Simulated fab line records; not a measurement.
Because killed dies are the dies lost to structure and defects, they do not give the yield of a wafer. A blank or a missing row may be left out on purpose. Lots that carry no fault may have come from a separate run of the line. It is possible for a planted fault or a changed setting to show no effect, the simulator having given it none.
Split-lot experiment / flow n5-finfet / 39 wafers read from 7 lots, route of 1938 steps

== THE SPLIT ==
At N5_MOL_CONTACT_COAG_EXPOSE_05 (exposes mask CA, defocus 0 nm), the setting dose-mj was moved away from the recipe's 38.25 on 18 of the 39 wafers read, by -7.1% to +7.5%. All remaining wafers had this setting at the recipe value.

== FROM THE SPLIT TO THE READING: what the file shows between them, 12 steps ==
- N5_MOL_CONTACT_COAG_PEB_06: peb time 60 s
- N5_MOL_CONTACT_COAG_DEVELOP_07: develop time 30 s
- N5_MOL_CONTACT_COAG_CD_MEAS_08: target cd 28 nm
- N5_MOL_CONTACT_COAG_DESCUM_13: chemistry O2, time 7 s
- N5_MOL_CONTACT_COAG_ETCH_59: etches underlayer in N2/H2, target depth 13 nm, time 10.4 s
- N5_MOL_CONTACT_COAG_ETCH_105: etches SiARC in CF4, target depth 15.6 nm, time 26 s
- N5_MOL_CONTACT_COAG_ETCH_106: etches SOC in N2/H2, target depth 80 nm, overetch 16 nm, time 120 s
- N5_MOL_CONTACT_COAG_STRIP_107: strips in N2/H2
- N5_MOL_CONTACT_COAG_STRIP_109: strips in C4F6/O2
- N5_MOL_CONTACT_COAG_ETCH_15: etches SiNx in CH3F/O2, stops on Si:P, target depth 7 nm
- N5_MOL_CONTACT_COAG_ETCH_110: etches Si in CF4/O2, target depth 2.5 nm, time 8 s
- N5_MOL_CONTACT_COAG_STRIP_98: strips in N2/H2

== THE READING ==
cd-nm (nm) at N5_MOL_CONTACT_COAG_CD_MEAS_99, where the cd target is 17.2 nm. Fault-free wafers of this fab line usually give 17.4 nm, standard deviation 0.45 nm.

wafer=L076.1; tool, chamber at the split=euv-scanner-01, 0; dose-mj as run=40.36; against the recipe=+5.5%; cd-nm, nm=18.1; against lot-mates on the recipe=+0.7
wafer=L076.2; tool, chamber at the split=euv-scanner-01, 0; dose-mj as run=38.25; against the recipe=recipe; cd-nm, nm=17.7; against lot-mates on the recipe=-
wafer=L076.3; tool, chamber at the split=euv-scanner-01, 0; dose-mj as run=40.36; against the recipe=+5.5%; cd-nm, nm=18.4; against lot-mates on the recipe=+1.0
wafer=L076.4; tool, chamber at the split=euv-scanner-01, 0; dose-mj as run=38.25; against the recipe=recipe; cd-nm, nm=17.2; against lot-mates on the recipe=-
wafer=L076.5; tool, chamber at the split=euv-scanner-01, 0; dose-mj as run=38.25; against the recipe=recipe; cd-nm, nm=17.3; against lot-mates on the recipe=-
wafer=L076.6; tool, chamber at the split=euv-scanner-01, 0; dose-mj as run=40.36; against the recipe=+5.5%; cd-nm, nm=18.2; against lot-mates on the recipe=+0.8
wafer=L078.1; tool, chamber at the split=euv-scanner-01, 0; dose-mj as run=41.05; against the recipe=+7.3%; cd-nm, nm=18.9; against lot-mates on the recipe=+1.2
wafer=L078.2; tool, chamber at the split=euv-scanner-01, 0; dose-mj as run=41.05; against the recipe=+7.3%; cd-nm, nm=19.0; against lot-mates on the recipe=+1.3
wafer=L078.3; tool, chamber at the split=euv-scanner-01, 0; dose-mj as run=38.25; against the recipe=recipe; cd-nm, nm=17.6; against lot-mates on the recipe=-
wafer=L078.4; tool, chamber at the split=euv-scanner-01, 0; dose-mj as run=38.25; against the recipe=recipe; cd-nm, nm=17.6; against lot-mates on the recipe=-
wafer=L078.5; tool, chamber at the split=euv-scanner-01, 0; dose-mj as run=38.25; against the recipe=recipe; cd-nm, nm=17.8; against lot-mates on the recipe=-
wafer=L078.6; tool, chamber at the split=euv-scanner-01, 0; dose-mj as run=41.05; against the recipe=+7.3%; cd-nm, nm=18.9; against lot-mates on the recipe=+1.2
wafer=L082.1; tool, chamber at the split=euv-scanner-01, 0; dose-mj as run=39.13; against the recipe=+2.3%; cd-nm, nm=17.8; against lot-mates on the recipe=+0.1
wafer=L082.2; tool, chamber at the split=euv-scanner-01, 0; dose-mj as run=38.25; against the recipe=recipe; cd-nm, nm=17.6; against lot-mates on the recipe=-
wafer=L082.3; tool, chamber at the split=euv-scanner-01, 0; dose-mj as run=39.13; against the recipe=+2.3%; cd-nm, nm=18.3; against lot-mates on the recipe=+0.6
wafer=L082.4; tool, chamber at the split=euv-scanner-01, 0; dose-mj as run=38.25; against the recipe=recipe; cd-nm, nm=17.9; against lot-mates on the recipe=-
wafer=L082.5; tool, chamber at the split=euv-scanner-01, 0; dose-mj as run=39.13; against the recipe=+2.3%; cd-nm, nm=18.6; against lot-mates on the recipe=+0.9
wafer=L082.6; tool, chamber at the split=euv-scanner-01, 0; dose-mj as run=38.25; against the recipe=recipe; cd-nm, nm=17.7; against lot-mates on the recipe=-
wafer=L084.1; tool, chamber at the split=euv-scanner-01, 0; dose-mj as run=41.11; against the recipe=+7.5%; cd-nm, nm=19.0; against lot-mates on the recipe=+0.8
wafer=L084.2; tool, chamber at the split=euv-scanner-01, 0; dose-mj as run=41.11; against the recipe=+7.5%; cd-nm, nm=19.0; against lot-mates on the recipe=+0.8
wafer=L084.3; tool, chamber at the split=euv-scanner-01, 0; dose-mj as run=38.25; against the recipe=recipe; cd-nm, nm=18.0; against lot-mates on the recipe=-
wafer=L084.4; tool, chamber at the split=euv-scanner-01, 0; dose-mj as run=38.25; against the recipe=recipe; cd-nm, nm=18.2; against lot-mates on the recipe=-
wafer=L084.5; tool, chamber at the split=euv-scanner-01, 0; dose-mj as run=41.11; against the recipe=+7.5%; cd-nm, nm=19.3; against lot-mates on the recipe=+1.1
wafer=L084.6; tool, chamber at the split=euv-scanner-01, 0; dose-mj as run=38.25; against the recipe=recipe; cd-nm, nm=18.3; against lot-mates on the recipe=-
wafer=L085.1; tool, chamber at the split=euv-scanner-01, 0; dose-mj as run=38.25; against the recipe=recipe; cd-nm, nm=17.0; against lot-mates on the recipe=-
wafer=L085.2; tool, chamber at the split=euv-scanner-01, 0; dose-mj as run=35.53; against the recipe=-7.1%; cd-nm, nm=16.3; against lot-mates on the recipe=-0.9
wafer=L085.3; tool, chamber at the split=euv-scanner-01, 0; dose-mj as run=35.53; against the recipe=-7.1%; cd-nm, nm=16.0; against lot-mates on the recipe=-1.2
wafer=L085.4; tool, chamber at the split=euv-scanner-01, 0; dose-mj as run=38.25; against the recipe=recipe; cd-nm, nm=17.6; against lot-mates on the recipe=-
wafer=L085.5; tool, chamber at the split=euv-scanner-01, 0; dose-mj as run=38.25; against the recipe=recipe; cd-nm, nm=17.0; against lot-mates on the recipe=-
wafer=L085.6; tool, chamber at the split=euv-scanner-01, 0; dose-mj as run=35.53; against the recipe=-7.1%; cd-nm, nm=15.5; against lot-mates on the recipe=-1.7
wafer=L089.1; tool, chamber at the split=euv-scanner-02, 0; dose-mj as run=38.25; against the recipe=recipe; cd-nm, nm=17.6; against lot-mates on the recipe=-
wafer=L089.2; tool, chamber at the split=euv-scanner-02, 0; dose-mj as run=38.25; against the recipe=recipe; cd-nm, nm=17.3; against lot-mates on the recipe=-
wafer=L089.3; tool, chamber at the split=euv-scanner-02, 0; dose-mj as run=36.52; against the recipe=-4.5%; cd-nm, nm=15.6; against lot-mates on the recipe=-1.5
wafer=L089.4; tool, chamber at the split=euv-scanner-02, 0; dose-mj as run=36.52; against the recipe=-4.5%; cd-nm, nm=15.7; against lot-mates on the recipe=-1.4
wafer=L089.5; tool, chamber at the split=euv-scanner-02, 0; dose-mj as run=38.25; against the recipe=recipe; cd-nm, nm=16.5; against lot-mates on the recipe=-
wafer=L089.6; tool, chamber at the split=euv-scanner-02, 0; dose-mj as run=36.52; against the recipe=-4.5%; cd-nm, nm=16.0; against lot-mates on the recipe=-1.1
wafer=L096.2; tool, chamber at the split=euv-scanner-02, 0; dose-mj as run=38.25; against the recipe=recipe; cd-nm, nm=16.7; against lot-mates on the recipe=-
wafer=L096.5; tool, chamber at the split=euv-scanner-02, 0; dose-mj as run=38.25; against the recipe=recipe; cd-nm, nm=16.9; against lot-mates on the recipe=-
wafer=L096.6; tool, chamber at the split=euv-scanner-02, 0; dose-mj as run=38.25; against the recipe=recipe; cd-nm, nm=17.7; against lot-mates on the recipe=-

THE FIT
A straight line over all 39 wafers: cd-nm changes by +0.223 nm for each +1% of dose-mj; r = +0.90; the points scatter about the line by 0.45 nm.
The same after taking each lot's own level away (the mean of its wafers on the recipe; 39 wafers): +0.176 nm for each +1%; r = +0.91; scatter 0.32 nm.
Per that fit: largest dose-mj move, reading shift of 1.3 nm.
Across the lots, their own levels run from 17.10 to 18.17 nm, a range of 2.4 times the standard deviation given above.
So the slope is not independent of the lot-to-lot level: the two fits are not the same.
Check: +1.28 nm against its lot-mates is what the line predicts for one of the wafers moved furthest among these (+7.5%) when that wafer is left out of the fit. It came out at +0.833 nm against them.

== ADDITIONAL SPLITS CARRIED BY THESE WAFERS ==
These wafers also went through other splits before the reading. Each is held against what the fit with the lots' levels taken away leaves over:
other split on the same wafers=N5_FIN_CUT_CUT_ETCH_15 target-depth-a; wafers away from the commonest value=18; r with cd-nm (lot level and that fit taken away)=+0.29
other split on the same wafers=N5_GATE_CUT_ALD_22 ald-cycles; wafers away from the commonest value=15; r with cd-nm (lot level and that fit taken away)=-0.07

== THE WHOLE CHAIN: every reading that the file lists as answering this split, in the file's order ==
step=N5_MOL_CONTACT_COAG_CD_MEAS_08; what it does=target cd 28 nm; reading=cd-nm; change (the file's fit)=+0.202 nm for each +1% of the setting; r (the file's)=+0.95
step=N5_MOL_CONTACT_COAG_ETCH_59; what it does=etches underlayer in N2/H2, target depth 13 nm, time 10.4 s; reading=MOL_CONTACT_COAG.cd-offset-nm (the simulator's own value, which no gauge read); change (the file's fit)=+0.199 nm for each +1% of the setting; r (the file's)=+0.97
step=N5_MOL_CONTACT_COAG_ETCH_105; what it does=etches SiARC in CF4, target depth 15.6 nm, time 26 s; reading=MOL_CONTACT_COAG.cd-offset-nm (the simulator's own value, which no gauge read); change (the file's fit)=+0.193 nm for each +1% of the setting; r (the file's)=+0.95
step=N5_MOL_CONTACT_COAG_ETCH_110; what it does=etches Si in CF4/O2, target depth 2.5 nm, time 8 s; reading=MOL_CONTACT_COAG.cd-offset-nm (the simulator's own value, which no gauge read); change (the file's fit)=+0.184 nm for each +1% of the setting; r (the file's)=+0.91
step=N5_MOL_CONTACT_COAG_CD_MEAS_99; what it does=target cd 17.2 nm; reading=cd-nm; change (the file's fit)=+0.172 nm for each +1% of the setting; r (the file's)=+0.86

== THE FILE'S OWN FIT ==
cd-nm changes by +0.172 nm for each +1% of dose-mj, r = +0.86.
